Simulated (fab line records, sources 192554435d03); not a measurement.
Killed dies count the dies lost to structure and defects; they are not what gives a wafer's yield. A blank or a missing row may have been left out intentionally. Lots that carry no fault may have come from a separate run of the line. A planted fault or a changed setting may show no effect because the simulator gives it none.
Split-lot experiment	flow n5-finfet	21 wafers read across 7 lots, on a route 1938 steps long

## ON THE SPLIT
At N5_BEOL_M4_TRENCH_ETCH_37 (etches SiOC in C4F6/O2, target depth 55.555 nm, time 29.2 s), the setting time-s was moved away from the recipe's 29.2 s on 7 of the 21 wafers read, by -16.0% to +8.3%. For the rest of the wafers, this setting stayed at what the recipe calls for.

## FROM THE SPLIT TO THE READING: what the file shows between them, 2 steps
- N5_BEOL_M4_ETCH_41: etches SiCN in CH3F/O2, target depth 29.9 nm, time 52.5 s
- N5_BEOL_M4_STRIP_97: strips in N2/H2, time 10 s

## THE READING
trench-depth-nm, in nm, at N5_BEOL_M4_OCD_MEAS_38. A value of 55.9 nm with a standard deviation of 0.71 nm is what fault-free wafers of this fab line usually give.

wafer	tool, chamber at the split	time-s as run, s	against the recipe	trench-depth-nm, nm	against lot-mates on the recipe
L081.2	rie-diel-03, 2	29.2	recipe	56.0	-
L081.4	rie-diel-03, 3	29.2	recipe	55.1	-
L081.5	rie-diel-03, 3	29.2	recipe	55.7	-
L083.2	rie-diel-01, 2	24.54	-16.0%	46.7	-8.9
L083.3	rie-diel-01, 1	24.54	-16.0%	46.8	-8.8
L083.6	rie-diel-01, 0	29.2	recipe	55.6	-
L082.2	rie-diel-04, 3	29.2	recipe	57.4	-
L082.3	rie-diel-04, 1	29.2	recipe	54.8	-
L082.5	rie-diel-04, 0	29.2	recipe	55.8	-
L086.1	rie-diel-03, 0	29.2	recipe	56.8	-
L086.3	rie-diel-03, 1	31.61	+8.3%	61.1	+4.3
L086.5	rie-diel-03, 3	31.61	+8.3%	59.7	+2.9
L087.1	rie-diel-01, 1	29.2	recipe	56.0	-
L087.4	rie-diel-01, 3	29.2	recipe	57.1	-
L087.5	rie-diel-01, 1	26.82	-8.2%	51.4	-5.1
L092.1	rie-diel-01, 3	29.2	recipe	56.1	-
L092.2	rie-diel-01, 1	29.2	recipe	55.3	-
L092.5	rie-diel-01, 2	29.2	recipe	55.9	-
L096.1	rie-diel-04, 0	29.2	recipe	55.5	-
L096.2	rie-diel-04, 3	26	-11.0%	50.3	-5.2
L096.3	rie-diel-04, 2	26	-11.0%	50.1	-5.4

THE FIT
A straight line over all 21 wafers: trench-depth-nm changes by +0.556 nm for each +1% of time-s; r = +0.98; the points scatter about the line by 0.67 nm.
The same after taking each lot's own level away (the mean of its wafers on the recipe; 21 wafers): +0.519 nm for each +1%; r = +0.98; scatter 0.66 nm.
According to that fit, moving time-s by its largest amount changes the reading by 8.3 nm.
The span of the lots' own levels, 55.50 to 56.80 nm, comes to 1.8 times the standard deviation stated above.
The two slopes agree, so the slope changes little with the lot-to-lot level.
Check: for one of the wafers moved furthest among these (-16.0%), held out of the fit, the line's prediction against its lot-mates is -8.23 nm. Against them it came out at -8.9 nm.

## ADDITIONAL SPLITS CARRIED BY THESE WAFERS
Note: prior to the reading, these wafers also went through further splits. Each is held against what the fit with the lots' levels taken away leaves over:
other split on the same wafers	wafers away from the commonest value	r with trench-depth-nm (lot level and that fit taken away)
N5_BEOL_M2_SPUTTER_94 time-s	9	+0.23
N5_BEOL_M4_COAT_05 spin-rpm	5	-0.02
N5_BEOL_M4_DESCUM_16 time-s	8	-0.01
N5_BEOL_M4_DESCUM_33 time-s	7	-0.09

## THE WHOLE CHAIN: every reading that the file lists as answering this split, in the file's order
step	what it does	reading	change (the file's fit)	r (the file's)
N5_BEOL_M4_TRENCH_ETCH_37	etches SiOC in C4F6/O2, target depth 55.555 nm, time 29.2 s	BEOL_M4.feature-depth-nm (the simulator's own value, which no gauge read)	+0.521 nm for each +1% of the setting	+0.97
N5_BEOL_M4_TRENCH_ETCH_37	etches SiOC in C4F6/O2, target depth 55.555 nm, time 29.2 s	etch.depth-nm (the simulator's own value, which no gauge read)	+0.524 nm for each +1% of the setting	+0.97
N5_BEOL_M4_OCD_MEAS_38		trench-depth-nm	+0.531 nm for each +1% of the setting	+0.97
N5_BEOL_M4_CMP_52	polishes, stops on SiOC, t overpolish 6.8 s, target thk 40 nm	Cu_of_BEOL_M4_ECD_50.thk-nm (the simulator's own value, which no gauge read)	+0.473 nm for each +1% of the setting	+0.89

## THE FILE'S OWN FIT
trench-depth-nm changes by +0.531 nm for each +1% of time-s, r = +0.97.
